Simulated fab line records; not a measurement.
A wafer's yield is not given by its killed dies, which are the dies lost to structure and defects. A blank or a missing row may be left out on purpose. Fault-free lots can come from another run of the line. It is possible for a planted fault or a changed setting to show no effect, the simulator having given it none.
Which of the tools did it?    flow n5_finfet    6 lots with 18 wafers sampled at 4 steps, on a route of 1938 steps

## WHAT THE GAUGES SHOWED, per wafer
N5_STI_FIN_REVEAL_FIN_H_MEAS_10.
lot   measured     on      trench_depth_nm (nm)
L977  day 3 06:39  ocd-01  52.0 51.9 52.2
L983  day 4 18:28  ocd-02  51.8 51.6 52.3
L986  day 5 15:08  ocd-01  51.3 51.3 52.2
L988  day 6 00:25  ocd-01  52.0 52.5 51.7
L990  day 6 13:24  ocd-01  52.5 47.4 51.9
L995  day 7 18:11  ocd-02  52.1 47.5 52.0

## TOOL THAT RAN EACH LOT (tool first, then ch and the chambers of the sampled wafers, then the start)
lot   N5_FIN_CUT_STRIP_24                N5_STI_FIN_REVEAL_ALD_14          N5_STI_FIN_REVEAL_RECESS_09
L977  rie_diel-05 ch 0,2,3, day 2 21:19  ald_sin-01 ch 0,1,2, day 2 21:54  vapor_etch-02 ch 0,1, day 3 03:57
L983  rie_diel-05 ch 0,1,3, day 4 08:49  ald_sin-02 ch 1,2, day 4 09:52    vapor_etch-02 ch 0,1, day 4 15:46
L986  rie_diel-01 ch 0,1,2, day 5 05:47  ald_sin-01 ch 2,3, day 5 06:22    vapor_etch-01 ch 0,1, day 5 12:58
L988  rie_diel-04 ch 2,3, day 5 14:49    ald_sin-02 ch 1,2, day 5 15:40    vapor_etch-01 ch 0,1, day 5 21:41
L990  rie_diel-04 ch 0,3, day 6 04:14    ald_sin-02 ch 0,1, day 6 04:49    vapor_etch-01 ch 0,1, day 6 11:14
L995  rie_diel-01 ch 1,2, day 7 09:01    ald_sin-02 ch 2,3, day 7 09:36    vapor_etch-01 ch 0,1, day 7 15:26
- N5_FIN_CUT_STRIP_24: strips in CF4.
- N5_STI_FIN_REVEAL_ALD_14: deposits Si3N4, target thk 3 nm.
- N5_STI_FIN_REVEAL_RECESS_09: chemistry HF/NH3, target SiO2, afs cycles 11, target depth 42.5 nm, sublimation time 60 s.

## THE ANSWER, worked out from the rows above alone
Rule: usual is defined by the lots themselves. Put in order of their means at a reading, lots are off if they are a third of the lots or fewer, leave a main group of 4 or more, and stand apart from it by a gap of 3 or more times the standard deviation of the main group's means; of several such gaps the widest counts. If all means in a main group match to the digits the tables above print for the reading, that group is not used. Also off: a lot with no number at a reading for which 4 or more lots have one. Where the step has rows for the other lots, those lots are counted as sound.
Off: L990, L995, at N5_STI_FIN_REVEAL_FIN_H_MEAS_10 (trench_depth_nm). Mean 51.9 nm and standard deviation 0.18 in the main group.
If a tool, at a process step before that reading, ran all the lots that are off and no sound lot after the first of them, it fits. Those tools and the gauges at N5_STI_FIN_REVEAL_FIN_H_MEAS_10 are tried in the same way. Can't be told from this: 2 tools fit, ald_sin-02 at N5_STI_FIN_REVEAL_ALD_14, vapor_etch-01 at N5_STI_FIN_REVEAL_RECESS_09.

## WHAT THE SIMULATOR HAD PUT IN
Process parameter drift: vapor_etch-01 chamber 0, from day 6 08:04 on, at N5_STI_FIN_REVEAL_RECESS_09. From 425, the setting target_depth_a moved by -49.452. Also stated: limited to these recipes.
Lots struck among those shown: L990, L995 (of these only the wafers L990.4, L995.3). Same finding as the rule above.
